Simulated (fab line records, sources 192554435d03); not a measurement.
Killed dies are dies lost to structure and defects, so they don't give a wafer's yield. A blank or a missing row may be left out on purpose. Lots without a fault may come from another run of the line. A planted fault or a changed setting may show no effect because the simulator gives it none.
A struck lot beside a sound one | flow n5_finfet | 34 steps out of a route of 1938
Sound: wafers L153.1, L153.4, L153.5. Struck: wafer L149.4. (L149.6 of the same lot was not struck and is left out.) The cause comes at the end.
At each step with rows: each side's tool, then ch and its chambers, then its first start. Under that, the readings that differ: sound wafers | struck wafers | difference of the means | sigmas: that difference in standard deviations of wafers without a fault.
alike: readings whose means differ by less than 2 such deviations, and words and numbers that are the same on both sides. not compared: withheld readings, readings that some wafer has no value for, bounds like >300 that may hide the same value, and numbers for which the record gives no deviation and whose values overlap.
The two part at a step that has a row with sigmas, a row that says differs or no value, or rows on one side only. Numbers that don't overlap but have no deviation are shown without sigmas and don't part them. A reading that every wafer of one side lacks parts them only if that side has two wafers or more.

first, 10 steps without rows for these wafers: N5_BEOL_M8_TRENCH_ETCH_37 (etches SiCOH lowk in C4F6/O2, target depth 93.478 nm, time 31.2 s); N5_BEOL_M8_ETCH_41 (etches SiCN in CH3F/O2, target depth 31.9 nm, time 57.8 s); N5_BEOL_M8_STRIP_80 (strips in N2/H2, time 10 s); N5_BEOL_M8_HM_STRIP_39 (strips TiN in peroxide tin strip, target depth 25 nm, time 158 s); N5_BEOL_M8_SRD_40 (time 30 s); N5_BEOL_M8_PRECLEAN_42 (cleans in residue remover, time 60 s); N5_BEOL_M8_SRD_43 (time 30 s); N5_BEOL_M8_CURE_75 (cures SiCOH lowk, time 120 s); N5_BEOL_M8_DEGAS_44 (time 60 s); N5_BEOL_M8_PRE_CLEAN_45 (time 30 s).
N5_BEOL_M8_ALD_77: deposits TaN, target thk 2 nm, pulse time 2 s, purge time 3 s.
  sound on ald_metal-02 ch 0,1, day 15 02:33; struck on ald_metal-04 ch 3, day 14 20:49
  reading                                 | sound    | struck | difference | sigmas
  ald_cycles                              | 40 40 40 | 74     | +34        |
  model.TaN_of_BEOL_M8_ALD_77.thk_nm (nm) | 2 2 2    | 3.8    | +1.8       |
  alike: heater_power_w
then, 22 steps without rows for these wafers: N5_BEOL_M8_SURFACE_TREAT_79; N5_BEOL_M8_CVD_78 (deposits Co from CCTBA/H2, target thk 2 nm, time 142.3 s); N5_BEOL_M8_SPUTTER_48 (material Cu, target thk 10 nm, time 1.667 s); N5_BEOL_M8_ECD_50 (material Cu, target thk 300 nm); N5_BEOL_M8_ANNEAL_51 (time 90 s); N5_BEOL_M8_CMP_52 (polishes, stops on SiCOH lowk, t overpolish 6.9 s, target thk 80 nm); N5_BEOL_M8_PRE_CLEAN_55 (time 15 s); N5_BEOL_M8_DEP_56 (deposits SiCN from 3MS/NH3, target thk 10 nm, time 17.5 s); N5_BEOL_M9_ILD_DEP_00 (deposits SiCOH lowk from DEMS/porogen, target thk 308.51 nm, time 58 s); N5_BEOL_M9_CURE_71 (cures SiCOH lowk, time 240 s); N5_BEOL_M9_PECVD_70 (deposits SiO2 from TEOS/O2, target thk 20 nm, time 22.7 s); N5_BEOL_M9_HM_DEP_02 (deposits TiN, target thk 20 nm); N5_BEOL_M9_COAT_59 (time 60 s, resist thk 100 nm); N5_BEOL_M9_COAT_60 (time 60 s, resist thk 30 nm); N5_BEOL_M9_COAT_05 (resist thk 90 nm); N5_BEOL_M9_EBR_07; N5_BEOL_M9_SOFTBAKE_06 (time 60 s); N5_BEOL_M9_EXPOSE_08 (exposes mask M9); N5_BEOL_M9_PEB_09 (peb time 60 s); N5_BEOL_M9_DEVELOP_10 (develop time 30 s); N5_BEOL_M9_DESCUM_16 (chemistry O2, time 7.9 s); N5_BEOL_M9_ETCH_61 (etches SiARC in CF4, target depth 39 nm, time 65 s).
-- the record jumps here: 2 days lie between the struck wafers' starts before and after (it left off in module BEOL_M9 and takes up again in module BEOL_M15, whose first step shown is number 1830 of the route) --
N5_BEOL_M15_RC_MEAS_101:
  sound on prober-02 ch 0, day 17 11:19; struck on prober-01 ch 0, day 17 04:44
  reading                   | sound                   | struck  | difference | sigmas
  COMB_M12 (S/m)            | 4.5e-12 4.8e-12 4.6e-12 | 9.4e-12 | +4.8e-12   | +3
  COMB_M13 (S/m)            | 4e-12 3.1e-12 3.8e-12   | 9.2e-12 | +5.6e-12   | +3
  COMB_M15 (S/m)            | 8e-13 2.2e-12 1.9e-12   | 4.4e-12 | +2.8e-12   | +2
  COMB_M8 (S/m)             | 1.8e-11 2.5e-11 2.4e-11 | 3.2e-11 | +9.7e-12   | +2
  COMB_M9 (S/m)             | 1.3e-11 1.4e-11 1.6e-11 | 2.1e-11 | +6.7e-12   | +2
  SERP_M8 (ohm/um)          | 14.9 13.8 15.2          | 16.3    | +1.7       | +3
  SERP_M8_max_site (ohm/um) | 15.3 14.7 15.6          | 17.2    | +2.0       | +3
  alike: etest_temp_c, COMB_M10, COMB_M11, COMB_M14, COMB_M5, COMB_M6, COMB_M7, SERP_M10, SERP_M11, SERP_M12, SERP_M13, SERP_M14, SERP_M14_max_site, SERP_M5, SERP_M5_max_site, SERP_M6, SERP_M6_max_site, SERP_M7, SERP_M9

WHERE THEY PART
Only at N5_BEOL_M15_RC_MEAS_101, within this record.

WHY: what the simulator had put in
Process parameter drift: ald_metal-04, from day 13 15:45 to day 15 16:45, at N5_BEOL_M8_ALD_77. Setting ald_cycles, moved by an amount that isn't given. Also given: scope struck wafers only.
